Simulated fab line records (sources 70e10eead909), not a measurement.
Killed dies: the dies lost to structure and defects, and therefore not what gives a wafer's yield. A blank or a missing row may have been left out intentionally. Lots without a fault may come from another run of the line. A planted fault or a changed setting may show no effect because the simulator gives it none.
Which of the tools did it?    flow nand harc    12 lots, 36 wafers sampled, at 6 steps of a route of 1302

== WHAT THE GAUGES SHOWED, per wafer ==
NHARC_A_BLC_CD_MEAS_10: the cd target is 100 nm.
lot   measured      on         cd nm (nm)
L412  day 22 10:57  cd sem-02  98.0 100.2 98.9
L413  day 23 00:14  cd sem-01  100.6 99.7 100.2
L414  day 23 00:23  cd sem-02  100.4 100.9 100.8
L415  day 23 02:29  cd sem-01  100.5 100.3 98.8
L417  day 24 02:11  cd sem-02  98.8 99.0 99.5
L418  day 25 02:30  cd sem-03  98.5 99.1 99.2
L420  day 26 19:41  cd sem-01  97.9 100.0 97.4
L428  day 29 04:55  cd sem-03  100.1 100.0 99.1
L432  day 30 07:43  cd sem-02  99.2 99.3 99.9
L431  day 30 13:25  cd sem-03  99.3 99.5 99.8
L433  day 31 02:37  cd sem-03  99.1 100.4 100.0
L435  day 32 08:11  cd sem-01  100.4 100.1 100.6

NHARC_A_BLC_INSPECT_12.
lot   measured      on                 raw defect count
L412  day 22 11:05  defect inspect-01  128 94 107
L413  day 23 00:22  defect inspect-02  125 171 155
L414  day 23 00:31  defect inspect-02  61 55 60
L415  day 23 02:36  defect inspect-01  80 84 66
L417  day 24 02:19  defect inspect-02  119 117 125
L418  day 25 02:37  defect inspect-01  94 119 109
L420  day 26 19:49  defect inspect-02  89 73 67
L428  day 29 05:02  defect inspect-02  116 102 99
L432  day 30 07:50  defect inspect-01  100 125 114
L431  day 30 13:32  defect inspect-02  83 60 78
L433  day 31 02:44  defect inspect-01  148 131 117
L435  day 32 08:19  defect inspect-01  68 81 67

NHARC_END_SORT_01.
lot   measured      on         killed at array  killed at other  killed at periphery  killed dies  killed open  killed short
L428  day 31 05:11  prober-02  61               0                8                    69           4            4

== TOOL THAT RAN EACH LOT (tool first, then ch and the chambers of the sampled wafers, then the start) ==
lot   NHARC_A_CONTACT_STRIP_26                       NHARC_A_BLC_DEVELOP_09             NHARC_A_BLC_ETCH_16
L412  rie diel-07 ch 0,2,3, day 22 10:00 or earlier  litho track-01 ch 0, day 22 10:00  rie diel-02 ch 1,2, day 22 11:13
L413  rie diel-04 ch 1,2, day 23 00:00 or earlier    litho track-06 ch 0, day 23 00:00  rie diel-06 ch 1,2,3, day 23 00:31
L414  rie diel-07 ch 0,1,2, day 23 00:00 or earlier  litho track-04 ch 0, day 23 00:00  rie diel-05 ch 0,1,2, day 23 00:40
L415  rie diel-07 ch 0,1, day 23 02:00 or earlier    litho track-01 ch 0, day 23 02:00  rie diel-02 ch 1,3, day 23 02:46
L417  rie diel-04 ch 1,3, day 24 02:00 or earlier    litho track-06 ch 0, day 24 02:00  rie diel-02 ch 0,2,3, day 24 02:29
L418  rie diel-07 ch 0,1,3, day 25 02:00 or earlier  litho track-01 ch 0, day 25 02:00  rie diel-06 ch 0,1, day 25 02:46
L420  rie diel-07 ch 0,1,2, day 26 19:00 or earlier  litho track-01 ch 0, day 26 19:00  rie diel-02 ch 1,2,3, day 26 19:58
L428  rie diel-07 ch 2,3, day 29 04:00 or earlier    litho track-04 ch 0, day 29 04:00  rie diel-02 ch 2,3, day 29 05:11
L432  rie diel-11 ch 0,2,3, day 30 07:00 or earlier  litho track-06 ch 0, day 30 07:00  rie diel-02 ch 0,1,3, day 30 08:00
L431  rie diel-07 ch 1,2,3, day 30 13:00 or earlier  litho track-01 ch 0, day 30 13:00  rie diel-02 ch 1,2,3, day 30 13:42
L433  rie diel-04 ch 0,1,3, day 31 02:00 or earlier  litho track-01 ch 0, day 31 02:00  rie diel-06 ch 0,3, day 31 02:53
L435  rie diel-04 ch 1,2,3, day 32 08:00 or earlier  litho track-04 ch 0, day 32 08:00  rie diel-06 ch 0,1,3, day 32 08:27
- NHARC_A_CONTACT_STRIP_26: strips in O2.
- NHARC_A_BLC_DEVELOP_09: develop time 35 s.
- NHARC_A_BLC_ETCH_16: etches the open film in CF4, target depth 39 nm, time 65 s.

== WHAT THE TOOLS THEMSELVES READ (means of the sampled wafers that have a number; where no wafer has one, the mark that the record gives instead) ==
NHARC_A_CONTACT_STRIP_26.
lot   tool         drypump motor current A (A)  oes product au (a.u.)  rf vpp V (V)  showerhead plenum p Torr (Torr)  throttle valve pct (%)
L412  rie diel-07  6.2                          1.010                  57.1          3.69                             17.038
L413  rie diel-04  5.6                          0.993                  57.4          3.59                             17.039
L414  rie diel-07  6.1                          1.004                  58.3          3.71                             17.041
L415  rie diel-07  6.1                          1.004                  58.3          3.66                             17.029
L417  rie diel-04  5.7                          1.002                  58.2          3.65                             17.038
L418  rie diel-07  6.1                          1.009                  58.2          3.64                             17.035
L420  rie diel-07  6.1                          1.003                  57.8          3.70                             17.031
L428  rie diel-07  6.2                          1.004                  58.9          3.65                             17.034
L432  rie diel-11  5.9                          1.004                  57.1          3.66                             17.036
L431  rie diel-07  6.1                          1.001                  58.0          3.67                             17.024
L433  rie diel-04  5.6                          1.008                  58.0          3.49                             17.043
L435  rie diel-04  5.8                          1.009                  57.8          3.54                             17.037

NHARC_A_BLC_DEVELOP_09.
lot   tool            developer temp C (C)
L412  litho track-01  22.96
L413  litho track-06  23.09
L414  litho track-04  23.01
L415  litho track-01  23.04
L417  litho track-06  23.03
L418  litho track-01  23.01
L420  litho track-01  23.00
L428  litho track-04  23.07
L432  litho track-06  23.03
L431  litho track-01  23.09
L433  litho track-01  22.91
L435  litho track-04  23.03

NHARC_A_BLC_ETCH_16.
lot   tool         drypump motor current A (A)  oes product au (a.u.)  rf vpp V (V)  showerhead plenum p Torr (Torr)  throttle valve pct (%)
L412  rie diel-02  5.6                          0.992                  150.6         1.77                             13.288
L413  rie diel-06  5.3                          1.001                  151.1         1.76                             13.287
L414  rie diel-05  6.2                          1.001                  150.4         1.74                             13.287
L415  rie diel-02  5.6                          0.984                  151.0         1.71                             13.280
L417  rie diel-02  5.9                          0.995                  151.1         1.76                             13.287
L418  rie diel-06  6.0                          0.996                  150.7         1.68                             13.281
L420  rie diel-02  5.8                          0.994                  151.5         1.76                             13.281
L428  rie diel-02  5.9                          0.994                  151.1         1.81                             13.279
L432  rie diel-02  5.7                          0.996                  151.3         1.71                             13.289
L431  rie diel-02  5.7                          0.995                  150.9         1.76                             13.288
L433  rie diel-06  5.7                          0.998                  151.3         1.79                             13.289
L435  rie diel-06  5.8                          0.999                  151.2         1.74                             13.276

== THE ANSWER, worked out from the rows above alone ==
Rule: the usual values come from the lots themselves. The widest of any qualifying gaps counts: lots, ordered by their means at a reading, are off when they make up no more than a third of the lots, leave a main group of 4 or more, and stand apart from it by 3 or more times the standard deviation of that group's means. A main group whose means are all the same, to the digits that the tables above print for the reading, isn't used. A lot without any number at a reading at which 4 lots or more have one is off too. Any other lot the step has rows for is counted as sound. The gauges are gone through in route order, then the tools' own readings, and for those a lot's mean is taken as printed above. The first step at which some lot is off is used, and at that step the reading that is off furthest; a lot without a number counts as furthest.
None of the lots is off at any reading shown; this tells nothing.

== WHAT THE SIMULATOR HAD PUT IN ==
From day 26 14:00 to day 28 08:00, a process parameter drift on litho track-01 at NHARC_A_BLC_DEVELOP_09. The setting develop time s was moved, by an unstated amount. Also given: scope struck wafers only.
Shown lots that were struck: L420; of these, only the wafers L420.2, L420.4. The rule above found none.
